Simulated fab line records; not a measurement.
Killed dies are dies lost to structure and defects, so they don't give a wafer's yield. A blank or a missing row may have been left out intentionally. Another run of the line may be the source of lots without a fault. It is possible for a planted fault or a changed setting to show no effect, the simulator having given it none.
A struck lot beside a sound one | flow n5-finfet | 16 out of 1938 route steps
Sound: these wafers, L805.1, L805.2, L805.4. Struck: wafer L815.3. (L815.1, L815.4 of the same lot were not struck and are left out.) The cause comes at the end.
Each step with rows lists, per side, the tool, then ch with its chambers, then its first start. Under that, the readings that differ: sound wafers | struck wafers | difference of the means | sigmas: that difference in standard deviations of wafers without a fault.
alike: same words and numbers on both sides, and readings whose means sit less than 2 such deviations apart. not compared: any withheld reading, any reading some wafer has no value for, any bound like >300 that may hide the same value, and any number with overlapping values for which the record gives no deviation.
A row with sigmas, a row that says differs or no value, or rows on one side alone: a step with any of these is where the two part. Non-overlapping numbers with no deviation appear without sigmas and do not part them. A reading missing from all wafers of one side parts the sides only when that side holds two or more wafers.

N5_GATE_CUT_ETCH_19: etches SiNx in CH3F/O2, target depth 53.7 nm, time 76.7 s.
  sound on rie-diel-02 ch 0,1,2, day 5 00:30; struck on rie-diel-02 ch 0, day 7 10:11
  alike: drypump-motor-current-A, etch-rf-on-time-s, oes-product-au, rf-fwd-power-W, rf-vpp-V, showerhead-plenum-p-Torr, throttle-valve-pct
  not compared: rf-hours-counter-h
then, 1 step without rows for these wafers: N5_GATE_CUT_CUT_ETCH_53 (etches W in SF6/Cl2, target depth 79.2 nm).
N5_GATE_CUT_CUT_ETCH_54: etches TiN in Cl2/BCl3, target depth 96.7 nm.
  sound on rie-metal-01 ch 0,1, day 5 00:40; struck on rie-metal-03 ch 0, day 7 10:21
  reading                | sound             | struck | difference | sigmas
  oes-product-au (a.u.)  | 0.88 0.71 0.71    | 0.59   | -0.18      | -2
  throttle-valve-pct (%) | 22.01 21.97 21.96 | 22.44  | +0.46      | +3
  alike: drypump-motor-current-A, etch-rf-on-time-s, rf-fwd-power-W
  not compared: rf-hours-counter-h
then, 1 step without rows for these wafers: N5_GATE_CUT_CUT_ETCH_55 (etches HfO2 in BCl3, target depth 3.2 nm).
N5_GATE_CUT_ETCH_47: etches SiO2 in Cl2/BCl3, target depth 10 nm.
  sound on rie-metal-01 ch 0,1, day 5 00:46; struck on rie-metal-03 ch 0, day 7 10:26
  reading                | sound             | struck | difference | sigmas
  oes-product-au (a.u.)  | 0.97 0.81 0.79    | 0.66   | -0.20      | -2
  throttle-valve-pct (%) | 22.55 22.48 22.49 | 22.93  | +0.42      | +3
  alike: drypump-motor-current-A, rf-fwd-power-W
  not compared: rf-hours-counter-h
then, 1 step without rows for these wafers: N5_GATE_CUT_VAPOR_ETCH_48 (etches TiN in BCl3/Cl2).
N5_GATE_CUT_VAPOR_ETCH_49: etches TiAlC in BCl3/Cl2.
  sound on rie-metal-01 ch 0,1, day 5 00:49; struck on rie-metal-03 ch 0, day 7 10:30
  reading               | sound          | struck | difference | sigmas
  oes-product-au (a.u.) | 0.96 0.79 0.80 | 0.66   | -0.19      | -2
  alike: drypump-motor-current-A
then, 4 steps without rows for these wafers: N5_GATE_CUT_VAPOR_ETCH_51 (etches HfO2 in BCl3/Cl2); N5_GATE_CUT_STRIP_21 (strips in N2/H2, time 30 s); N5_GATE_CUT_STRIP_29 (strips in post etch residue remover, time 60 s); N5_GATE_CUT_SRD_52 (time 30 s).
N5_GATE_CUT_ALD_22: deposits SiNx, target thk 16 nm, pulse time 1 s, ald cycles 320.
  sound on ald-sin-04 ch 1,2, day 5 01:04; struck on ald-sin-01 ch 3, day 7 10:44
  alike: heater-power-w, precursor-pulse-height-rel
N5_GATE_CUT_CMP_23: polishes, stops on SiO2, t overpolish 23.4 s, target thk 16 nm.
  sound on cmp-01 ch 0,1,3, day 5 02:35; struck on cmp-01 ch 0, day 7 12:14
  reading                 | sound             | struck | difference | sigmas
  edge-zone-pressure-frac | 1.007 1.004 1.005 | 0.995  | -0.010     | -2
  head-pressure-psi (psi) | 2.504 2.503 2.499 | 2.729  | +0.227     | +43
  alike: motor-current-A, overpolish-run-s, time-to-endpoint-s
N5_GATE_CUT_THK_MEAS_24:
  sound on film-metro-01, day 5 02:50; struck on film-metro-01, day 7 12:31
  alike: GC_FILL_THK
-- here the record skips 4 days between the struck wafers' starts before and after, leaving off in module GATE_CUT and picking up in module BEOL_M4 (first step shown: number 1111 of the route) --
N5_BEOL_M4_RC_MEAS_101:
  sound on prober-02 ch 0, day 9 11:03; struck on prober-01 ch 0, day 11 23:40
  reading       | sound          | struck | difference | sigmas
  ION_P (uA/um) | 473 464 476    | 452    | -19        | -2
  VT_P (mV)     | -247 -249 -246 | -256   | -9         | -3
  alike: DIBL_N, DIBL_P, IOFF_N, IOFF_P, ION_N, SS_N, SS_P, VT_N
-- the record jumps here: 4 days lie between the struck wafers' starts before and after (it left off in module BEOL_M4 and takes up again in module PASSIVATION, whose first step shown is number 1936 of the route) --
N5_PASSIVATION_PROBE_49:
  sound on prober-01, day 13 21:16; struck on prober-02, day 16 09:32
  reading                 | sound       | struck | difference | sigmas
  killed_at_M4_up         | 7 5 14      | 27     | +18        | +3
  sort_bin_5_function (%) | 4.1 3.9 4.1 | 5.8    | +1.8       | +2
  alike: defect-limited-yield, killed_at_M0_to_M3, killed-at-contacts, killed-at-front-end, killed-at-other, killed-dies, killed-open, killed-short, sort_bin_6_memory, sort-n-pass, sort-yield-pct

WHERE THEY PART
First at N5_GATE_CUT_CUT_ETCH_54; last, within this record, at N5_PASSIVATION_PROBE_49.

WHY: the cause the simulator had injected
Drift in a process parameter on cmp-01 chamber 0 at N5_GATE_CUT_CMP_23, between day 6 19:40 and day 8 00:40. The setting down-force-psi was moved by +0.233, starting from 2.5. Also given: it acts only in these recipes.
